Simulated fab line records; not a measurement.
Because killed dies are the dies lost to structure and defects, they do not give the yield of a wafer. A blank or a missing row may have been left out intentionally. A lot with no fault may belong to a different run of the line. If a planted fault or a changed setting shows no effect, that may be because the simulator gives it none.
Chamber matching | flow n5-finfet | rie-diel-01 running N5_FIN_SAQP_HM_OPEN_73: 4 sister chambers
The step chemistry CHF3/O2, target SiO2, stops on a-Si, target depth 12 nm, time 16.8 s. 14 wafers are shown with their chamber, then 7 later ones without.

== WAFERS PAIRED WITH THEIR CHAMBERS ==
wafer  | chamber | showerhead-plenum-p-Torr (Torr) | drypump-motor-current-A (A) | rf-vpp-V (V)
L771.2 | 1       | 2.38                            | 5.7                         | 512
L771.3 | 0       | 2.39                            | 5.6                         | 526
L771.5 | 0       | 2.39                            | 5.7                         | 528
L772.1 | 1       | 2.38                            | 5.7                         | 513
L772.3 | 2       | 2.55                            | 5.2                         | 517
L772.5 | 1       | 2.38                            | 5.7                         | 512
L774.2 | 3       | 2.56                            | 6.5                         | 533
L774.5 | 0       | 2.39                            | 5.6                         | 528
L774.6 | 3       | 2.56                            | 6.5                         | 531
L780.1 | 0       | 2.39                            | 5.6                         | 527
L780.2 | 2       | 2.55                            | 5.1                         | 518
L780.3 | 1       | 2.38                            | 5.7                         | 512
L785.1 | 3       | 2.55                            | 6.5                         | 533
L785.2 | 0       | 2.38                            | 5.6                         | 526

SIGNATURES (averages over the wafers above)
reading                  | chamber 0 | chamber 1 | chamber 2 | chamber 3 | scatter within a chamber
showerhead-plenum-p-Torr | 2.3880    | 2.3800    | 2.5500    | 2.5567    | 0.00383
drypump-motor-current-A  | 5.620     | 5.700     | 5.150     | 6.500     | 0.0361
rf-vpp-V                 | 527.00    | 512.25    | 517.50    | 532.33    | 0.89
Rule: a wafer lies at a distance from a chamber equal to the root of the sum of squares, over the readings, of (its reading less the chamber's mean, divided by the reading's scatter). If the next closest chamber is less than 2 further off than the closest, the wafer can't be placed; otherwise it belongs to the closest. How the scatter is found: for the shown wafers, subtract from each reading the mean of its chamber, square and add these, divide the total by (wafers less chambers), then take the root.

== WAFERS MISSING THEIR CHAMBER ==
wafer  | showerhead-plenum-p-Torr (Torr) | drypump-motor-current-A (A) | rf-vpp-V (V)
L785.4 | 2.37                            | 5.7                         | 512
L792.1 | 2.54                            | 6.5                         | 532
L792.4 | 2.38                            | 5.6                         | 526
L792.5 | 2.54                            | 5.2                         | 518
L794.1 | 2.37                            | 5.7                         | 512
L794.3 | 2.37                            | 5.6                         | 526
L794.5 | 2.37                            | 5.6                         | 527

== WHICH CHAMBER EACH ONE RAN IN ==
wafer  | from the rows above | in truth
L785.4 | 1                   | 1
L792.1 | 3                   | 3
L792.4 | 0                   | 0
L792.5 | 2                   | 2
L794.1 | 1                   | 1
L794.3 | 0                   | 0
L794.5 | 0                   | 0
7 of 7 placed correctly. Number that these rows cannot place: 0. 0 placed wrongly.
